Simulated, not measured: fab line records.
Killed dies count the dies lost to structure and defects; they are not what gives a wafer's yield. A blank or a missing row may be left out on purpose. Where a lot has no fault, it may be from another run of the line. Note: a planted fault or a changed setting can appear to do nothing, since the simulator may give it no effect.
fab line records	flow n5-finfet
record: lots: 7	wafers: 39
route steps=1938 shown ZERO_LAYER@4 PMOS_HMC_CHANNEL_EPI@57 SD_EPI_N@278 BEOL_M3@981 BEOL_M5@1112 BEOL_M7@1329 BEOL_M9@1467 BEOL_M10@1533 MIM_BOT@1833
start-h: hours from the record's first day to the start of the lot's first wafer shown	wait-h: how many hours have passed since the lot's step before this one	" the same as in the row above	L1.1+2: a row that stands for several wafers	- no value present, or no start provided	* or withheld: withheld	< > ~ a bound
route shown NAME@n: NAME is a module with steps in the file, n the number in the route of the first one	usual: average and standard deviation across the fault-free wafers	same: alike in all rows	chamber/n: place in a boat	sites: the reading at each site	_std_site: standard deviation across them	_edge_site: outer sites' mean less inner sites'	radius-mm: for every site, how far away it sits from the centre of the wafer	mask NAME#n: copy n	behind: tool/chamber where the wafer was last shaped	hold: cause of the lot's hold/its duration in hours/its outcome	device: which transistor (n, p or np) failed to switch	end of line: tests run on the same wafers once the route is complete	a step given without rows: its recipe and nothing more	killed: not the wafer's yield, but the dies lost to structure and defects at the first sort	map: dies across one wafer; x = killed, . = not, _ = none there
set.NAME: the setting as run; set.NAME@STEP: as run at that earlier step	model.NAME: the simulator's own value behind a step, which no gauge read
lots where settings were altered on purpose, with a table for each step and a row for each wafer
== steps ==
step: N5_ZERO_LAYER_PECVD_02
recipe: material: SiO2	target-thk-a: 100	temp-c: 400	precursor: SiH4/N2O	pressure-torr: 0.75	rf-w: 275	time-s: 6
lot.wafer	tool	chamber	start-h	wait-h	set.time-s	model.SiO2_of_ZERO_LAYER_PECVD_02.thk-nm
L076.1	pecvd-04	1	24.31	0.0	6	9.697
L076.2	"	0	"	"	4.196	7.099
L076.3	"	0	"	"	4.196	7.09
L076.4	"	1	"	"	6	9.91
L076.5	"	1	"	"	6	9.969
L076.6	"	0	"	"	4.196	7.105
L078.1	pecvd-03	1	36.30	0.0	6	9.719
L078.2	"	2	"	"	6	9.873
L078.3	"	0	"	"	6	9.801
L078.4	"	2	"	"	3.868	6.321
L078.5	"	1	"	"	3.868	6.393
L078.6	"	0	"	"	3.868	6.354
L085.1+6	pecvd-04	0	78.28	0.0	8.831	14.75
L085.2	"	1	"	"	8.831	14.42
L085.3	"	2	"	"	6	9.886
L085.4	"	1	"	"	6	9.992
L085.5	"	2	"	"	6	9.892
L090.1	pecvd-01	2	108.47	0.0	6	9.792
L090.2	"	1	"	"	6	9.661
L090.3	"	2	"	"	6	9.887
L090.4	"	1	"	"	6	9.834
L090.5	"	1	"	"	6	9.851
L090.6	"	2	"	"	6	9.998
L091.2	pecvd-04	1	114.48	0.0	6	9.83
L091.5	"	2	"	"	6	10.09
L091.6	"	1	"	"	6	10.05
L092.1	pecvd-01	1	120.28	0.0	8.423	13.97
L092.2	"	2	"	"	8.423	13.86
L092.3	"	1	"	"	6	10
L092.4	"	2	"	"	6	10.07
L092.5	"	2	"	"	6	10.06
L092.6	"	1	"	"	8.423	14.04
L097.1	pecvd-03	0	150.29	0.0	6	9.81
L097.2	"	1	"	"	6	9.74
L097.3	"	2	"	"	6	10.04
L097.4	"	1	"	"	6	9.975
L097.5	"	0	"	"	6	10
L097.6	"	2	"	"	6	10.24
step: N5_PMOS_HMC_CHANNEL_EPI_HM_DEP_34
recipe: material: SiO2	target-thk-a: 360	temp-c: 400	precursor: TEOS/O2	pressure-torr: 6.5	rf-w: 900	teos-flow-sccm: 161.4	gas: O2	flow-sccm: 2650	time-s: 6.9
lot.wafer	tool	chamber	start-h	wait-h	set.target-thk-a	model.SiO2_of_PMOS_HMC_CHANNEL_EPI_HM_DEP_34.thk-nm
L076.1	pecvd-03	0	28.52	0.0	360	35.31
L076.2	"	1	"	"	360	34.77
L076.3	"	2	"	"	360	35.26
L076.4	"	1	"	"	360	35.07
L076.5	"	2	"	"	360	35.77
L076.6	"	0	"	"	360	35.87
L078.1	pecvd-03	1	41.48	0.0	360	35.1
L078.2	"	0	"	"	251.1	24.29
L078.3	"	2	"	"	251.1	25.14
L078.4	"	1	"	"	251.1	24.51
L078.5	"	0	"	"	360	35.94
L078.6	"	2	"	"	360	35.89
L085.1	pecvd-04	0	82.87	0.0	360	36.01
L085.2	"	1	"	"	360	35.48
L085.3	"	2	"	"	360	35.34
L085.4	"	0	"	"	360	36.03
L085.5	"	2	"	"	360	35.75
L085.6	"	1	"	"	360	36.29
L090.1	pecvd-03	1	113.20	0.0	197.6	18.96
L090.2	"	2	"	"	360	35.26
L090.3	"	0	"	"	197.6	19.5
L090.4	"	2	"	"	360	35.52
L090.5	"	1	"	"	197.6	19.3
L090.6	"	0	"	"	360	36.34
L091.2	pecvd-04	2	119.37	0.0	360	35.23
L091.5	"	1	"	"	360	35.98
L091.6	"	2	"	"	360	35.95
L092.1	pecvd-02	0	125.46	0.0	360	35.97
L092.2	"	2	"	"	360	35.6
L092.3	"	1	"	"	360	35.74
L092.4	"	0	"	"	360	36.38
L092.5	"	1	"	"	360	35.96
L092.6	"	2	"	"	360	36.18
L097.1	pecvd-02	2	155.19	0.0	298.9	29.33
L097.2	"	0	"	"	360	35.33
L097.3	"	1	"	"	298.9	29.43
L097.4	"	0	"	"	360	35.95
L097.5	"	2	"	"	298.9	30.41
L097.6	"	1	"	"	360	36.07
step: N5_SD_EPI_N_ETCH_45
recipe: chemistry: CH3F/O2	target: SiOCN	target-depth-a: 60	mask-material: SOC	ion-energy-ev: 60	bias-w: 29	pressure-mtorr: 15	source-w: 410	Ar_flow_sccm: 150	CH3F_flow_sccm: 30	O2_flow_sccm: 20
lot.wafer	tool	chamber	start-h	wait-h	set.target-depth-a	model.etch.depth-nm
L076.1	rie-diel-01	0	60.94	0.1	84.04	8.203
L076.2	"	2	"	"	60	6.023
L076.3	"	3	"	"	84.04	8.601
L076.4	"	1	"	"	60	5.895
L076.5	"	1	"	"	84.04	8.271
L076.6	"	2	"	"	60	6.003
L078.1	rie-diel-01	1	73.52	0.1	60	5.937
L078.2	"	0	"	"	60	5.791
L078.3	"	3	"	"	60	6.172
L078.4	"	2	"	"	60	6.035
L078.5	"	1	"	"	60	5.861
L078.6	"	0	"	"	60	5.82
L085.1	rie-diel-01	2	118.50	0.1	60	5.931
L085.2	"	3	"	"	60	6.158
L085.3	"	1	"	"	60	5.833
L085.4	"	0	"	"	60	5.725
L085.5	"	0	"	"	60	5.722
L085.6	"	3	"	"	60	6.2
L090.1	rie-diel-04	3	144.91	0.1	78.53	7.632
L090.2	"	2	"	"	78.53	7.803
L090.3	"	1	"	"	60	5.835
L090.4	"	0	"	"	60	6.229
L090.5	"	1	"	"	60	5.853
L090.6	"	0	"	"	78.53	8.208
L091.2	rie-diel-04	2	154.93	0.1	60	5.985
L091.5	"	2	"	"	60	6.014
L091.6	"	3	"	"	60	5.932
L092.1	rie-diel-04	0	157.50	0.1	60	6.24
L092.2	"	1	"	"	60	5.884
L092.3	"	2	"	"	60	5.973
L092.4	"	3	"	"	47.06	4.643
L092.5	"	1	"	"	47.06	4.694
L092.6	"	0	"	"	47.06	4.881
L097.1	rie-diel-04	3	188.08	0.1	60	5.906
L097.2	"	0	"	"	60	6.258
L097.3	"	2	"	"	60	6.041
L097.4+5	"	1	"	"	60	5.949
L097.6	"	0	"	"	60	6.281
step: N5_BEOL_M3_ETCH_41
recipe: chemistry: CH3F/O2	target: SiCN	target-depth-a: 299	taper-deg: 2	time-s: 52.5	ion-energy-ev: 120	mask-material: TiN	pressure-mtorr: 30	source-w: 395	bias-w: 75	Ar_flow_sccm: 150	CH3F_flow_sccm: 30	O2_flow_sccm: 20
lot.wafer	tool	chamber	start-h	wait-h	set.target-depth-a	model.etch.depth-nm
L076.1	rie-diel-05	3	-	-	299	19.82
L076.2	"	0	"	"	299	19.93
L076.3	"	1	"	"	299	20.06
L076.4	"	2	"	"	399.4	26.74
L076.5	"	2	"	"	399.4	26.64
L076.6	"	1	"	"	399.4	26.77
L078.1	rie-diel-05	1	-	-	299	20.02
L078.2	"	0	"	"	299	19.77
L078.3+6	"	3,2	"	"	299	19.84
L078.4	"	2	"	"	299	19.83
L078.5	"	3	"	"	299	19.71
L085.1	rie-diel-05	2	-	-	299	20.03
L085.2	"	1	"	"	202.7	13.64
L085.3	"	3	"	"	202.7	13.61
L085.4	"	1	"	"	299	19.99
L085.5	"	2	"	"	202.7	13.49
L085.6	"	3	"	"	299	19.95
L090.1	rie-diel-02	1	-	-	299	20.19
L090.2	"	0	"	"	299	19.54
L090.3	"	3	"	"	299	19.56
L090.4	"	2	"	"	299	19.45
L090.5	"	2	"	"	299	19.43
L090.6	"	1	"	"	299	20.06
L091.2	rie-diel-05	3	-	-	299	19.94
L091.5	"	1	"	"	299	20.11
L091.6	"	2	"	"	299	20.04
L092.1	rie-diel-02	2	-	-	130.9	8.611
L092.2	"	0	"	"	299	19.81
L092.3	"	1	"	"	130.9	8.992
L092.4	"	3	"	"	299	19.83
L092.5	"	0	"	"	299	19.92
L092.6	"	1	"	"	130.9	8.946
L097.1	rie-diel-06	2	-	-	299	20.53
L097.2	"	3	"	"	299	19.82
L097.3	"	1	"	"	299	19.73
L097.4	"	0	"	"	299	20.36
L097.5	"	2	"	"	299	20.4
L097.6	"	3	"	"	299	19.9
step: N5_BEOL_M5_ILD_DEP_00
recipe: material: SiCOH_lowk	target-thk-a: 1406.4	temp-c: 300	precursor: DEMS/porogen	pressure-torr: 5	rf-w: 500	time-s: 25.9
lot.wafer	tool	chamber	start-h	wait-h	set.time-s	model.SiCOH_lowk_of_BEOL_M5_ILD_DEP_00.thk-nm
L076.1+2	pecvd-04	2,0	251.23	0.8	25.9	139.4
L076.3	"	1	"	"	25.9	137.8
L076.4	"	1	"	"	25.9	141.2
L076.5	"	2	"	"	25.9	142.6
L076.6	"	0	"	"	25.9	142.2
L078.1	pecvd-03	2	271.33	0.8	25.9	139.8
L078.2	"	0	"	"	25.9	140.6
L078.3	"	1	"	"	25.9	142.2
L078.4	"	1	"	"	36.25	198.8
L078.5	"	0	"	"	36.25	197
L078.6	"	2	"	"	36.25	197.2
L085.1	pecvd-02	0	308.69	0.8	25.9	140.2
L085.2	"	2	"	"	25.9	142
L085.3	"	1	"	"	25.9	141
L085.4	"	1	"	"	25.9	143.6
L085.5	"	0	"	"	25.9	143
L085.6	"	2	"	"	25.9	145
L090.1	pecvd-04	1	313.37	0.8	14.45	79.6
L090.2	"	0	"	"	14.45	76.6
L090.3	"	2	"	"	25.9	142
L090.4	"	2	"	"	14.45	83.6
L090.5	"	1	"	"	25.9	142.6
L090.6	"	0	"	"	25.9	139.6
L091.2	pecvd-02	1	336.96	0.7	25.9	139.4
L091.5+6	"	0,1	"	"	25.9	141
L092.1	pecvd-02	1	359.77	0.8	35.56	188.6
L092.2	"	0	"	"	25.9	139.4
L092.3	"	2	"	"	25.9	140.4
L092.4	"	0	"	"	25.9	140
L092.5	"	2	"	"	35.56	194.4
L092.6	"	1	"	"	35.56	193.2
L097.1	pecvd-03	1	362.92	0.8	20.17	110.6
L097.2	"	0	"	"	20.17	107.2
L097.3	"	2	"	"	25.9	141.8
L097.4	"	0	"	"	25.9	140
L097.5	"	1	"	"	25.9	142.4
L097.6	"	2	"	"	20.17	112.4
step: N5_BEOL_M5_CURE_79
recipe: temp-c: 385	time-s: 240	ambient: He/Ar	material: SiCOH_lowk
lot.wafer	tool	chamber	start-h	wait-h	set.time-s@BEOL_M5_ILD_DEP_00	model.SiCOH_lowk_of_BEOL_M5_ILD_DEP_00.thk-nm
L076.1	uv-cure-03	1	251.29	0.0	25.9	119.8
L076.2	"	1	"	"	25.9	120
L076.3	"	1	"	"	25.9	118.6
L076.4	"	1	"	"	25.9	121.6
L076.5	"	1	"	"	25.9	122.8
L076.6	"	1	"	"	25.9	122.4
L078.1	uv-cure-02	1	271.39	0.0	25.9	120.2
L078.2	"	1	"	"	25.9	121
L078.3	"	1	"	"	25.9	122.4
L078.4	"	1	"	"	36.25	171.6
L078.5	"	1	"	"	36.25	170
L078.6	"	1	"	"	36.25	170.2
L085.1	uv-cure-02	2	308.75	0.0	25.9	120.6
L085.2	"	2	"	"	25.9	122.2
L085.3	"	2	"	"	25.9	121.4
L085.4	"	2	"	"	25.9	123.6
L085.5	"	2	"	"	25.9	123
L085.6	"	2	"	"	25.9	124.8
L090.1	uv-cure-02	0	313.43	0.0	14.45	68.2
L090.2	"	0	"	"	14.45	65.8
L090.3	"	0	"	"	25.9	122.2
L090.4	"	0	"	"	14.45	71.8
L090.5	"	0	"	"	25.9	122.6
L090.6	"	0	"	"	25.9	120
L091.2	uv-cure-02	0	337.12	0.1	25.9	120
L091.5	"	0	"	"	25.9	121.2
L091.6	"	0	"	"	25.9	121.4
L092.1	uv-cure-03	0	359.83	0.0	35.56	162.6
L092.2	"	0	"	"	25.9	120
L092.3	"	0	"	"	25.9	120.8
L092.4	"	0	"	"	25.9	120.4
L092.5	"	0	"	"	35.56	167.8
L092.6	"	0	"	"	35.56	166.8
L097.1	uv-cure-01	0	362.98	0.0	20.17	95
L097.2	"	0	"	"	20.17	92
L097.3	"	0	"	"	25.9	122
L097.4	"	0	"	"	25.9	120.4
L097.5	"	0	"	"	25.9	122.6
L097.6	"	0	"	"	20.17	96.6
step: N5_BEOL_M5_THK_MEAS_01
recipe: reads: SiCOH_lowk_of_BEOL_M5_ILD_DEP_00
usual: M5_ILD_THK: 121.0/1.8
lot.wafer	tool	chamber	start-h	wait-h	set.time-s@BEOL_M5_ILD_DEP_00	M5_ILD_THK[nm]
L076.1	film-metro-02	-	251.80	0.4	25.9	119.8
L076.2	"	-	"	"	25.9	120.0
L076.3	"	-	"	"	25.9	118.5
L076.4	"	-	"	"	25.9	121.6
L076.5	"	-	"	"	25.9	122.8
L076.6	"	-	"	"	25.9	122.4
L078.1	film-metro-01	-	271.90	0.4	25.9	120.2
L078.2	"	-	"	"	25.9	120.9
L078.3	"	-	"	"	25.9	122.3
L078.4	"	-	"	"	36.25	171.7
L078.5	"	-	"	"	36.25	170.0
L078.6	"	-	"	"	36.25	170.2
L085.1	film-metro-02	-	309.26	0.4	25.9	120.7
L085.2	"	-	"	"	25.9	122.2
L085.3	"	-	"	"	25.9	121.4
L085.4	"	-	"	"	25.9	123.6
L085.5	"	-	"	"	25.9	123.0
L085.6	"	-	"	"	25.9	124.7
L090.1	film-metro-01	-	314.43	0.8	14.45	68.2
L090.2	"	-	"	"	14.45	65.8
L090.3	"	-	"	"	25.9	122.1
L090.4	"	-	"	"	14.45	71.7
L090.5	"	-	"	"	25.9	122.6
L090.6	"	-	"	"	25.9	119.9
L091.2	film-metro-02	-	337.56	0.4	25.9	120.0
L091.5	"	-	"	"	25.9	121.3
L091.6	"	-	"	"	25.9	121.4
L092.1	film-metro-01	-	360.34	0.4	35.56	162.8
L092.2	"	-	"	"	25.9	120.0
L092.3	"	-	"	"	25.9	120.7
L092.4	"	-	"	"	25.9	120.4
L092.5	"	-	"	"	35.56	167.7
L092.6	"	-	"	"	35.56	166.8
L097.1	film-metro-01	-	363.97	0.8	20.17	95.0
L097.2	"	-	"	"	20.17	92.1
L097.3	"	-	"	"	25.9	122.0
L097.4	"	-	"	"	25.9	120.2
L097.5	"	-	"	"	25.9	122.6
L097.6	"	-	"	"	20.17	96.6
step: N5_BEOL_M7_DEP_56
recipe: material: SiCN	target-thk-a: 100	temp-c: withheld	precursor: 3MS/NH3	pressure-torr: 3	rf-w: 202	time-s: 17.5
lot.wafer	tool	chamber	start-h	wait-h	set.target-thk-a	model.SiCN_of_BEOL_M7_DEP_56.thk-nm
L076.1+4	pecvd-02	0,1	281.38	0.0	47.11	4.8
L076.2+5	"	1,0	"	"	100	10
L076.3	"	0	"	"	47.11	5
L076.6	"	1	"	"	100	10.2
L078.1+3	pecvd-01	1,2	305.85	0.0	100	9.8
L078.2+4+6	"	0,1,2	"	"	100	10
L078.5	"	0	"	"	100	10.2
L085.1	pecvd-04	0	347.61	0.0	100	9.8
L085.2	"	1	"	"	100	9.6
L085.3	"	2	"	"	127.6	12.4
L085.4	"	2	"	"	100	10
L085.5	"	0	"	"	127.6	12.8
L085.6	"	1	"	"	127.6	12.6
L090.1+3	pecvd-01	1,2	361.33	0.0	80.12	7.8
L090.2+5	"	0,2	"	"	100	10
L090.4	"	1	"	"	100	9.8
L090.6	"	0	"	"	80.12	8.4
L091.2+5	pecvd-04	1	369.16	0.0	100	10
L091.6	"	2	"	"	100	10.2
L092.1+6	pecvd-01	2	389.58	0.0	100	9.8
L092.2+4+5	"	0,0,1	"	"	100	10
L092.3	"	1	"	"	100	9.6
L097.1	pecvd-01	2	394.11	0.0	100	10
L097.2	"	0	"	"	100	10.4
L097.3	"	1	"	"	115.2	11.4
L097.4	"	0	"	"	100	10.6
L097.5+6	"	1,2	"	"	115.2	11.8
step: N5_BEOL_M9_DEP_56
recipe: material: SiCN	target-thk-a: 150	temp-c: withheld	precursor: 3MS/NH3	pressure-torr: 3	rf-w: 202	time-s: 26.5
lot.wafer	tool	chamber	start-h	wait-h	set.time-s	model.SiCN_of_BEOL_M9_DEP_56.thk-nm
L076.1+2	pecvd-04	1,0	298.18	0.0	26.5	15
L076.3	"	2	"	"	32.77	18.4
L076.4	"	2	"	"	26.5	15.2
L076.5	"	1	"	"	32.77	18.6
L076.6	"	0	"	"	32.77	18.8
L078.1	pecvd-02	0	321.21	0.0	26.5	14.6
L078.2+4	"	1,0	"	"	31.84	17.8
L078.3	"	2	"	"	31.84	18
L078.5	"	1	"	"	26.5	14.8
L078.6	"	2	"	"	26.5	15
L085.1+2+5	pecvd-02	0,1,0	363.98	0.0	26.5	14.8
L085.3+4	"	2,1	"	"	26.5	15
L085.6	"	2	"	"	26.5	15.4
L090.1+5	pecvd-03	0	381.53	0.0	15.96	9
L090.2	"	1	"	"	26.5	14.8
L090.3	"	2	"	"	15.96	9.2
L090.4	"	1	"	"	26.5	15
L090.6	"	2	"	"	26.5	15.2
L091.2	pecvd-04	2	386.18	0.0	26.5	15
L091.5+6	"	2,0	"	"	26.5	15.2
L092.1+4	pecvd-02	2,0	406.37	0.0	26.5	14.8
L092.2	"	0	"	"	26.5	14.4
L092.3+6	"	2	"	"	26.5	15
L092.5	"	0	"	"	26.5	14.6
L097.1	pecvd-03	1	413.19	0.0	26.5	14.8
L097.2+3	"	2,0	"	"	26.5	15
L097.4+6	"	0,1	"	"	37.28	21.2
L097.5	"	2	"	"	37.28	21
step: N5_BEOL_M10_DEP_56
recipe: material: SiCN	target-thk-a: 150	temp-c: withheld	precursor: 3MS/NH3	pressure-torr: 3	rf-w: 202	time-s: 26.5
lot.wafer	tool	chamber	start-h	wait-h	set.target-thk-a	model.SiCN_of_BEOL_M10_DEP_56.thk-nm
L076.1	pecvd-03	0	305.96	0.0	150	14.6
L076.2	"	1	"	"	186.9	18.4
L076.3	"	2	"	"	150	14.8
L076.4+5	"	1,0	"	"	186.9	18.8
L076.6	"	2	"	"	150	15
L078.1	pecvd-02	0	333.37	0.0	150	14.4
L078.2+6	"	1,0	"	"	150	14.6
L078.3+5	"	0,1	"	"	103.2	10
L078.4	"	1	"	"	103.2	10.2
L085.1+3	pecvd-01	1,0	373.30	0.0	123.9	12.6
L085.2	"	2	"	"	123.9	12.8
L085.4+5+6	"	1,0,2	"	"	150	15.4
L090.1	pecvd-02	0	390.16	0.0	150	15
L090.2	"	2	"	"	150	14.6
L090.3	"	0	"	"	150	15.2
L090.4+6	"	2,0	"	"	210.2	21.2
L090.5	"	2	"	"	210.2	21
L091.2	pecvd-03	0	394.10	0.0	150	14.8
L091.5+6	"	2,1	"	"	150	15
L092.1	pecvd-03	1	412.31	0.0	150	14.8
L092.2	"	2	"	"	150	15
L092.3	"	0	"	"	150	14.6
L092.4+5+6	"	1,0,2	"	"	150	15.2
L097.1+6	pecvd-01	1	418.85	0.0	78.58	8
L097.2+4	"	2	"	"	150	15.2
L097.3	"	0	"	"	78.58	7.8
L097.5	"	0	"	"	150	15
step: N5_MIM_BOT_SPUTTER_00
recipe: material: TiN	target-thk-a: 350	temp-c: 200	power-w: 3000	chamber-pressure-pa: 0.49996	gas: Ar	reactive-partial-pa: 0.37997	time-s: 89.7
lot.wafer	tool	chamber	start-h	wait-h	set.time-s	model.TiN_of_MIM_BOT_SPUTTER_00.thk-nm
L076.1+4+6	pvd-sputter-03	-	340.20	0.0	89.7	35
L076.2	"	-	"	"	89.7	34.8
L076.3+5	"	-	"	"	89.7	35.2
L078.1	pvd-sputter-02	-	374.45	0.0	89.7	34.2
L078.2	"	-	"	"	89.7	34.8
L078.3+6	"	-	"	"	68.84	26.6
L078.4	"	-	"	"	89.7	34.6
L078.5	"	-	"	"	68.84	26
L085.1+3+6	pvd-sputter-03	-	409.35	0.0	89.7	34.6
L085.2	"	-	"	"	107.7	41.4
L085.4	"	-	"	"	107.7	42
L085.5	"	-	"	"	107.7	41.8
L090.1	pvd-sputter-01	-	427.45	0.0	89.7	34.8
L090.2	"	-	"	"	45.91	18.2
L090.3+5	"	-	"	"	45.91	18.4
L090.4	"	-	"	"	89.7	35.4
L090.6	"	-	"	"	89.7	35.2
L091.2+5	pvd-sputter-02	-	431.57	0.0	89.7	35.4
L091.6	"	-	"	"	89.7	35.6
L092.1	pvd-sputter-02	-	443.35	0.0	89.7	34.6
L092.2	"	-	"	"	89.7	35
L092.3	"	-	"	"	39.12	14.2
L092.4	"	-	"	"	39.12	14.6
L092.5	"	-	"	"	39.12	15.4
L092.6	"	-	"	"	89.7	34.2
L097.1+2	pvd-sputter-02	-	450.53	0.0	89.7	34.2
L097.3	"	-	"	"	113.1	43.6
L097.4	"	-	"	"	113.1	44.2
L097.5	"	-	"	"	89.7	34.6
L097.6	"	-	"	"	113.1	43.2
== key ==
split: step: N5_ZERO_LAYER_PECVD_02	setting: time-s	stated: 6	by: wafer
response: step: N5_ZERO_LAYER_PECVD_02	reading: model.SiO2_of_ZERO_LAYER_PECVD_02.thk-nm	change: +0.0973	per: 1%	r: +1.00
split: step: N5_PMOS_HMC_CHANNEL_EPI_HM_DEP_34	setting: target-thk-a	stated: 360	by: wafer
response: step: N5_PMOS_HMC_CHANNEL_EPI_HM_DEP_34	reading: model.SiO2_of_PMOS_HMC_CHANNEL_EPI_HM_DEP_34.thk-nm	change: +0.364	per: 1%	r: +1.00
split: step: N5_SD_EPI_N_ETCH_45	setting: target-depth-a	stated: 60	by: wafer
response: step: N5_SD_EPI_N_ETCH_45	reading: model.etch.depth-nm	change: +0.0603	per: 1%	r: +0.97
split: step: N5_BEOL_M3_ETCH_41	setting: target-depth-a	stated: 299	by: wafer
response: step: N5_BEOL_M3_ETCH_41	reading: model.etch.depth-nm	change: +0.198	per: 1%	r: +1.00
split: step: N5_BEOL_M5_ILD_DEP_00	setting: time-s	stated: 25.9	by: wafer
response: step: N5_BEOL_M5_ILD_DEP_00	reading: model.SiCOH_lowk_of_BEOL_M5_ILD_DEP_00.thk-nm	change: +1.4	per: 1%	r: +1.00
response: step: N5_BEOL_M5_CURE_79	reading: model.SiCOH_lowk_of_BEOL_M5_ILD_DEP_00.thk-nm	change: +1.22	per: 1%	r: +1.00
response: step: N5_BEOL_M5_THK_MEAS_01	reading: M5_ILD_THK	change: +1.22	per: 1%	r: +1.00
split: step: N5_BEOL_M7_DEP_56	setting: target-thk-a	stated: 100	by: wafer
response: step: N5_BEOL_M7_DEP_56	reading: model.SiCN_of_BEOL_M7_DEP_56.thk-nm	change: +0.0982	per: 1%	r: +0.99
split: step: N5_BEOL_M9_DEP_56	setting: time-s	stated: 26.5	by: wafer
response: step: N5_BEOL_M9_DEP_56	reading: model.SiCN_of_BEOL_M9_DEP_56.thk-nm	change: +0.151	per: 1%	r: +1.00
split: step: N5_BEOL_M10_DEP_56	setting: target-thk-a	stated: 150	by: wafer
response: step: N5_BEOL_M10_DEP_56	reading: model.SiCN_of_BEOL_M10_DEP_56.thk-nm	change: +0.152	per: 1%	r: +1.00
split: step: N5_MIM_BOT_SPUTTER_00	setting: time-s	stated: 89.7	by: wafer
response: step: N5_MIM_BOT_SPUTTER_00	reading: model.TiN_of_MIM_BOT_SPUTTER_00.thk-nm	change: +0.35	per: 1%	r: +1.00
